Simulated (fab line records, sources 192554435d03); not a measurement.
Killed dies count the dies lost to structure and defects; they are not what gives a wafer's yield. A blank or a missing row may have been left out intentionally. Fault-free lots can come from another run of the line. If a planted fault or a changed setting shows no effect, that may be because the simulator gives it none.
fab line records	flow n5_finfet	part 2 of 2: steps 15 to 25 of 25
[record] lots = 5	wafers = 15	last_day = 18
route steps=1938 shown BEOL_M11@1566
lots that met no fault: from a run of the same line without faults
start_h: hours from the record's first day to the start of the lot's first wafer shown	wait_h: hours from the lot's prior step to this one	" the same as in the row above	L1.1+2: one row covering several wafers at once	- either no value or no given start	* or withheld: withheld	< > ~ a bound
route shown NAME@n: a module of which the file shows steps, and the number in the route of the first	usual: mean and standard deviation over wafers with no fault	same: alike in all rows	chamber/n: place in a boat	sites: each site's reading	_std_site: how widely they spread, as a standard deviation	_edge_site: inner sites' mean taken away from outer sites' mean	radius_mm: for every site, how far away it sits from the centre of the wafer	mask NAME#n: copy n	behind: tool/chamber where the wafer was last shaped	hold: the reason the lot was held/the length of the hold in hours/how it ended	device: transistor that didn't switch, given as n, p or np	end of line: the same wafers' tests at the end of the route	step lacking rows: just its recipe	killed: the dies lost at the first sort to structure and to defects; this is not the yield of the wafer	map: shows each die of a wafer: x if killed, . if not, _ if none is there
set.NAME: the run value of the setting; set.NAME@STEP: its run value at that earlier step	model.NAME: the simulator's own value behind a step, which no gauge read
lots at some steps of the route; a table a step, a row a wafer
services: from which hour (start_h, from the record's first day; less than 0 if before it) a tool's chamber was out of use, for how many hours, and why
[[steps]]
[step N5_BEOL_M11_STRIP_77]
[recipe] chemistry = N2/H2	time_s = 10	power_w = 450	temp_c = 40	pressure_mtorr = 20	rf_frequency_hz = 6e+07	bias_power_w = 7	n2_flow_sccm = 200	h2_flow_sccm = 200
[usual] drypump_motor_current_A = 5.6/0.44	h2_flow_sccm = 199.9/0.5	oes_product_au = 0.80/0.079	rf_vpp_V = 59.0/0.9	showerhead_plenum_p_Torr = 2.51/0.09	temp_c = 40.02/0.12	throttle_valve_pct = 23.71/0.28
lot.wafer	tool	chamber	start_h	wait_h	drypump_motor_current_A	h2_flow_sccm	oes_product_au	rf_hours_counter_h	rf_vpp_V	showerhead_plenum_p_Torr	temp_c	throttle_valve_pct
L076.1	rie_diel-05	0	-	-	4.7	199.2	0.69	223	60.2	2.64	39.94	23.90
L076.2	"	1	"	"	5.9	199.9	0.84	80	59.4	2.68	40.09	24.15
L076.6	"	2	"	"	5.5	200.5	0.75	-	59.0	2.41	39.81	23.40
L084.1	rie_diel-05	3	-	-	5.0	199.5	0.81	86	59.1	2.45	40.02	23.72
L084.3	"	1	"	"	5.9	199.8	0.84	103	59.3	2.67	40.14	24.17
L084.6	"	0	"	"	4.7	199.3	0.68	-	60.5	2.63	40.12	23.89
L085.2	rie_diel-01	0	-	-	6.2	199.8	0.87	40	58.1	2.60	40.06	24.02
L085.4	"	3	"	"	6.3	200.5	0.83	-	59.3	2.45	39.92	23.42
L085.5	"	0	"	"	6.2	200.9	0.86	-	58.8	2.60	39.92	24.02
L091.1	rie_diel-04	1	-	-	5.8	199.7	0.79	122	60.0	2.44	40.15	23.94
L091.2	"	3	"	"	5.9	200.0	0.93	14	58.4	2.50	40.09	23.70
L091.6	"	1	"	"	5.7	199.9	0.80	-	57.8	2.44	39.86	23.94
L090.3	rie_diel-01	0	-	-	6.2	200.4	0.86	50	59.4	2.60	39.85	24.01
L090.4	"	2	"	"	5.1	199.0	0.79	102	57.4	2.57	40.10	23.58
L090.5	"	3	"	"	6.3	199.7	0.82	-	58.4	2.45	40.05	23.44
[step N5_BEOL_M11_OCD_MEAS_38]
[usual] trench_depth_nm = 149.3/2.6
lot.wafer	tool	chamber	start_h	wait_h	trench_depth_nm
L076.1	ocd-02	-	268.64	-	146.1
L076.2	"	-	"	"	149.4
L076.6	"	-	"	"	148.9
L084.1	ocd-01	-	347.01	-	147.5
L084.3	"	-	"	"	148.4
L084.6	"	-	"	"	145.0
L085.2	ocd-02	-	349.74	-	152.4
L085.4	"	-	"	"	147.1
L085.5	"	-	"	"	151.3
L091.1	ocd-01	-	371.26	-	147.3
L091.2	"	-	"	"	153.9
L091.6	"	-	"	"	149.1
L090.3	ocd-01	-	376.68	-	150.0
L090.4	"	-	"	"	148.7
L090.5	"	-	"	"	145.7
[step N5_BEOL_M11_HM_STRIP_39]
[recipe] chemistry = peroxide_tin_strip	material = TiN	target_depth_a = 250	temp_c = 50	time_s = 158
[usual] temp_c = 50.01/0.11
lot.wafer	tool	chamber	start_h	wait_h	temp_c
L076.1	wet_bench-03	0	268.67	0.0	49.91
L076.2	"	2	"	"	50.07
L076.6	"	4	"	"	49.96
L084.1	wet_bench-03	4	347.05	0.0	50.01
L084.3	"	3	"	"	49.97
L084.6	"	6	"	"	49.95
L085.2	wet_bench-02	3	349.77	0.0	50.01
L085.4	"	0	"	"	49.93
L085.5	"	4	"	"	50.04
L091.1	wet_bench-02	1	371.29	0.0	49.76
L091.2	"	4	"	"	50.13
L091.6	"	7	"	"	50.09
L090.3	wet_bench-03	3	376.71	0.0	50.01
L090.4	"	4	"	"	49.99
L090.5	"	6	"	"	50.05
[step N5_BEOL_M11_SRD_40]
[recipe] time_s = 30	temp_c = 23	rinse_liquid = diw	dry = ipa_marangoni
[usual] temp_c = 23.02/0.095
lot.wafer	tool	chamber	start_h	wait_h	temp_c
L076.1	wet_bench-03	0	268.72	0.0	23.17
L076.2	"	2	"	"	23.00
L076.6	"	4	"	"	23.06
L084.1	wet_bench-03	4	347.09	0.0	23.02
L084.3	"	3	"	"	23.11
L084.6	"	6	"	"	23.02
L085.2	wet_bench-02	3	349.82	0.0	23.05
L085.4	"	0	"	"	23.11
L085.5	"	4	"	"	23.09
L091.1	wet_bench-02	1	371.34	0.0	22.97
L091.2	"	4	"	"	23.02
L091.6	"	7	"	"	23.11
L090.3	wet_bench-03	3	376.76	0.0	22.92
L090.4	"	4	"	"	22.90
L090.5	"	6	"	"	23.01
[step N5_BEOL_M11_PRECLEAN_42]
[recipe] chemistry = residue_remover	time_s = 60	temp_c = 40
[usual] temp_c = 40.02/0.12
lot.wafer	tool	chamber	start_h	wait_h	temp_c
L076.1	wet_bench-03	0	268.74	0.0	40.00
L076.2	"	2	"	"	40.06
L076.6	"	4	"	"	40.11
L084.1	wet_bench-03	4	347.11	0.0	40.07
L084.3	"	3	"	"	39.81
L084.6	"	6	"	"	40.02
L085.2	wet_bench-02	3	349.84	0.0	40.03
L085.4	"	0	"	"	40.13
L085.5	"	4	"	"	40.31
L091.1	wet_bench-02	1	371.36	0.0	40.15
L091.2	"	4	"	"	39.95
L091.6	"	7	"	"	40.05
L090.3	wet_bench-03	3	376.78	0.0	40.04
L090.4	"	4	"	"	40.05
L090.5	"	6	"	"	40.05
[step N5_BEOL_M11_SRD_43]
[recipe] time_s = 30	temp_c = 23	rinse_liquid = diw	dry = ipa_marangoni
[usual] temp_c = 23.00/0.11
lot.wafer	tool	chamber	start_h	wait_h	temp_c
L076.1	wet_bench-03	0	268.75	0.0	23.11
L076.2	"	2	"	"	23.10
L076.6	"	4	"	"	22.76
L084.1	wet_bench-03	4	347.13	0.0	22.90
L084.3	"	3	"	"	22.93
L084.6	"	6	"	"	23.24
L085.2	wet_bench-02	3	349.85	0.0	23.03
L085.4	"	0	"	"	23.05
L085.5	"	4	"	"	22.97
L091.1	wet_bench-02	1	371.37	0.0	22.87
L091.2	"	4	"	"	22.89
L091.6	"	7	"	"	22.98
L090.3	wet_bench-03	3	376.79	0.0	23.02
L090.4	"	4	"	"	22.96
L090.5	"	6	"	"	23.20
[step N5_BEOL_M11_CD_MEAS_35]
[recipe] target_cd_nm = 70	polarity = opening
[usual] cd_nm = 69.9/0.56
lot.wafer	tool	chamber	start_h	wait_h	cd_nm
L076.1	cd_sem-02	-	268.79	0.0	71.8
L076.2	"	-	"	"	70.9
L076.6	"	-	"	"	69.8
L084.1	cd_sem-01	-	347.17	0.0	70.3
L084.3	"	-	"	"	70.8
L084.6	"	-	"	"	70.0
L085.2	cd_sem-03	-	349.90	0.0	69.8
L085.4	"	-	"	"	69.9
L085.5	"	-	"	"	69.9
L091.1	cd_sem-02	-	371.41	0.0	69.7
L091.2	"	-	"	"	70.8
L091.6	"	-	"	"	70.0
L090.3	cd_sem-03	-	376.84	0.0	69.7
L090.4	"	-	"	"	69.3
L090.5	"	-	"	"	70.7
[step N5_BEOL_M11_CURE_72]
[recipe] temp_c = 370	time_s = 120	ambient = DMADMS/He	material = SiCOH_lowk
[usual] lamp_power_pct = 52.31/0.055	wafer_temp_C_max = 371.6/0.55
lot.wafer	tool	chamber	start_h	wait_h	lamp_power_pct	wafer_temp_C_max
L076.1	uv_cure-01	0	268.83	0.0	52.28	371.4
L076.2	"	0	"	"	52.29	371.3
L076.6	"	0	"	"	52.25	371.2
L084.1	uv_cure-03	0	349.07	1.9	52.31	372.0
L084.3	"	0	"	"	52.44	371.9
L084.6	"	0	"	"	52.35	371.6
L085.2	uv_cure-03	1	353.49	3.6	52.33	371.1
L085.4	"	1	"	"	52.32	371.8
L085.5	"	1	"	"	52.32	371.7
L091.1	uv_cure-02	1	371.46	0.0	52.31	372.7
L091.2	"	1	"	"	52.36	373.1
L091.6	"	1	"	"	52.25	372.3
L090.3	uv_cure-02	1	376.98	0.1	52.24	371.5
L090.4	"	1	"	"	52.30	372.7
L090.5	"	1	"	"	52.33	372.6
[step N5_BEOL_M11_DEGAS_44]
[recipe] ambient = vacuum	temp_c = 250	time_s = 60
[usual] heater_power_w = 333/44
lot.wafer	tool	chamber	start_h	wait_h	heater_power_w
L076.1	pvd_sputter-01	-	269.78	0.9	322
L076.2	"	-	"	"	345
L076.6	"	-	"	"	313
L084.1	pvd_sputter-03	-	349.71	0.5	432
L084.3	"	-	"	"	317
L084.6	"	-	"	"	281
L085.2	pvd_sputter-02	-	354.01	0.4	298
L085.4	"	-	"	"	412
L085.5	"	-	"	"	353
L091.1	pvd_sputter-01	-	371.93	0.4	323
L091.2	"	-	"	"	356
L091.6	"	-	"	"	318
L090.3	pvd_sputter-03	-	378.09	1.1	283
L090.4	"	-	"	"	432
L090.5	"	-	"	"	285
[step N5_BEOL_M11_PRE_CLEAN_45]
[recipe] gas = H2/He	time_s = 30	temp_c = 250
[usual] heater_power_w = 333/44
lot.wafer	tool	chamber	start_h	wait_h	heater_power_w
L076.1	pvd_sputter-01	-	269.82	0.0	325
L076.2	"	-	"	"	361
L076.6	"	-	"	"	320
L084.1	pvd_sputter-03	-	349.75	0.0	418
L084.3	"	-	"	"	313
L084.6	"	-	"	"	282
L085.2	pvd_sputter-02	-	354.05	0.0	299
L085.4	"	-	"	"	446
L085.5	"	-	"	"	352
L091.1	pvd_sputter-01	-	371.97	0.0	318
L091.2	"	-	"	"	351
L091.6	"	-	"	"	320
L090.3	pvd_sputter-03	-	378.13	0.0	278
L090.4	"	-	"	"	432
L090.5	"	-	"	"	282
[step N5_BEOL_M11_ALD_74]
[recipe] material = TaN	target_thk_a = 20	temp_c = 275	ald_precursor_family = PDMAT	ald_co_reactant = NH3	pressure_torr = 3	carrier_flow_sccm = 1500	pulse_time_s = 2	purge_time_s = 3	co_reactant_purge_time_s = 2	co_reactant_pulse_time_s = 3	ald_cycles = 40	precursor_vessel_temp_c = 75	precursor_vessel_pressure_torr = 26.25	precursor_vessel_carrier_sccm = 1000
[usual] heater_power_w = 421/51
[same] co_reactant_purge_time_s = 2
lot.wafer	tool	chamber	start_h	wait_h	heater_power_w
L076.1	ald_metal-02	1	269.89	0.1	381
L076.2	"	2	"	"	405
L076.6	"	0	"	"	507
L084.1	ald_metal-03	0	349.81	0.0	418
L084.3	"	2	"	"	320
L084.6	"	3	"	"	471
L085.2	ald_metal-03	2	354.11	0.0	328
L085.4	"	3	"	"	469
L085.5	"	3	"	"	451
L091.1	ald_metal-02	2	372.05	0.1	400
L091.2	"	3	"	"	421
L091.6	"	0	"	"	513
L090.3	ald_metal-03	3	378.20	0.0	462
L090.4	"	0	"	"	408
L090.5	"	3	"	"	454
[[services]]
tool	chamber	start_h	hours	kind
rie_diel-01	2	252.91	26.0	repair
rie_diel-01	-	253.32	6.4	repair
wet_bench-03	-	257.50	0.7	repair
uv_cure-01	-	269.51	7.6	repair
uv_cure-03	-	271.16	7.7	repair
ald_metal-03	-	280.48	0.8	repair
uv_cure-01	-	284.05	2.1	pm
uv_cure-02	-	290.74	1.0	pm
uv_cure-02	-	298.68	10.4	repair
ald_metal-02	-	299.15	0.8	repair
rie_diel-01	0	301.70	3.2	repair
wet_bench-03	-	305.25	3.7	repair
wet_bench-02	-	312.25	1.9	pm
ald_metal-02	2	336.92	11.1	repair
rie_diel-01	1	338.42	-	clean
rie_diel-01	1	338.42	-	consumable_replace:focus_ring
rie_diel-01	1	338.42	24.1	scheduled_down
rie_diel-01	1	338.42	24.1	vent_cycle
uv_cure-01	-	346.03	14.6	pm
ald_metal-03	1	356.26	53.9	repair
rie_diel-05	0	365.49	-	clean
rie_diel-05	0	365.49	-	consumable_replace:focus_ring
uv_cure-01	-	370.22	2.8	pm
pvd_sputter-01	-	376.86	2.8	repair
